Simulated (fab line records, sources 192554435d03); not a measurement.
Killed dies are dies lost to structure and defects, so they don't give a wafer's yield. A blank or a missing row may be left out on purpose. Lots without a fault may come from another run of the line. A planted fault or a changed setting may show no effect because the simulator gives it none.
Chamber matching | flow n5_finfet | N5_MOL_CONTACT_COAG_ETCH_59 on rie_diel-05: 4 sister chambers
The step etches underlayer in N2/H2, target depth 13 nm, time 10.4 s. 22 wafers are shown with their chamber, then 11 later ones without.

WAFERS WITH THEIR CHAMBER
wafer  | chamber | throttle_valve_pct (%) | showerhead_plenum_p_Torr (Torr) | drypump_motor_current_A (A)
L074.2 | 3       | 17.71                  | 2.62                            | 5.0
L074.4 | 1       | 17.59                  | 2.49                            | 5.6
L074.5 | 2       | 18.33                  | 2.37                            | 5.7
L075.1 | 0       | 18.05                  | 2.45                            | 4.9
L075.2 | 2       | 18.33                  | 2.37                            | 5.7
L075.5 | 0       | 18.05                  | 2.45                            | 4.9
L076.3 | 1       | 17.59                  | 2.48                            | 5.6
L076.5 | 2       | 18.33                  | 2.37                            | 5.7
L076.6 | 3       | 17.71                  | 2.62                            | 5.0
L077.2 | 2       | 18.35                  | 2.37                            | 5.7
L077.3 | 3       | 17.74                  | 2.62                            | 5.0
L077.4 | 1       | 17.63                  | 2.48                            | 5.6
L078.2 | 1       | 17.60                  | 2.48                            | 5.6
L078.3 | 0       | 18.06                  | 2.45                            | 4.9
L078.4 | 3       | 17.73                  | 2.62                            | 5.0
L081.3 | 3       | 17.73                  | 2.61                            | 5.0
L081.4 | 1       | 17.62                  | 2.48                            | 5.6
L081.6 | 3       | 17.73                  | 2.61                            | 5.0
L084.2 | 0       | 18.07                  | 2.44                            | 4.8
L084.3 | 1       | 17.63                  | 2.48                            | 5.5
L084.4 | 2       | 18.35                  | 2.36                            | 5.7
L085.1 | 3       | 17.76                  | 2.61                            | 5.0

SIGNATURES (means of the wafers above)
reading                  | chamber 0 | chamber 1 | chamber 2 | chamber 3 | scatter within a chamber
throttle_valve_pct       | 18.0575   | 17.6100   | 18.3380   | 17.7300   | 0.0156
showerhead_plenum_p_Torr | 2.4475    | 2.4817    | 2.3680    | 2.6157    | 0.00477
drypump_motor_current_A  | 4.875     | 5.583     | 5.700     | 5.000     | 0.0297
Rule: a wafer's distance from a chamber is the root of the sum, over the readings, of the square of ((its reading less the chamber's mean) divided by the reading's scatter). The wafer belongs to the nearest chamber; if the next one is less than 2 further off, it can't be placed. The scatter: the root of (the sum of the squares of (reading less its chamber's mean) over the shown wafers, divided by (wafers less chambers)).

WAFERS WITHOUT THEIR CHAMBER
wafer  | throttle_valve_pct (%) | showerhead_plenum_p_Torr (Torr) | drypump_motor_current_A (A)
L085.4 | 18.09                  | 2.44                            | 4.8
L085.5 | 17.74                  | 2.61                            | 5.0
L088.2 | 18.10                  | 2.44                            | 4.9
L088.5 | 17.76                  | 2.61                            | 5.0
L088.6 | 18.11                  | 2.44                            | 4.9
L092.2 | 18.10                  | 2.44                            | 4.9
L092.4 | 17.65                  | 2.47                            | 5.6
L092.6 | 17.66                  | 2.47                            | 5.6
L095.1 | 18.39                  | 2.35                            | 5.7
L095.2 | 18.12                  | 2.43                            | 4.9
L095.5 | 18.12                  | 2.43                            | 4.8

WHICH CHAMBER EACH WENT THROUGH
wafer  | from the rows above | in truth
L085.4 | 0                   | 0
L085.5 | 3                   | 3
L088.2 | 0                   | 0
L088.5 | 3                   | 3
L088.6 | 0                   | 0
L092.2 | 0                   | 0
L092.4 | 1                   | 1
L092.6 | 1                   | 1
L095.1 | 2                   | 2
L095.2 | 0                   | 0
L095.5 | 0                   | 0
Placed correctly: 11 of 11. Can't be placed from these rows: 0. Placed wrongly: 0.
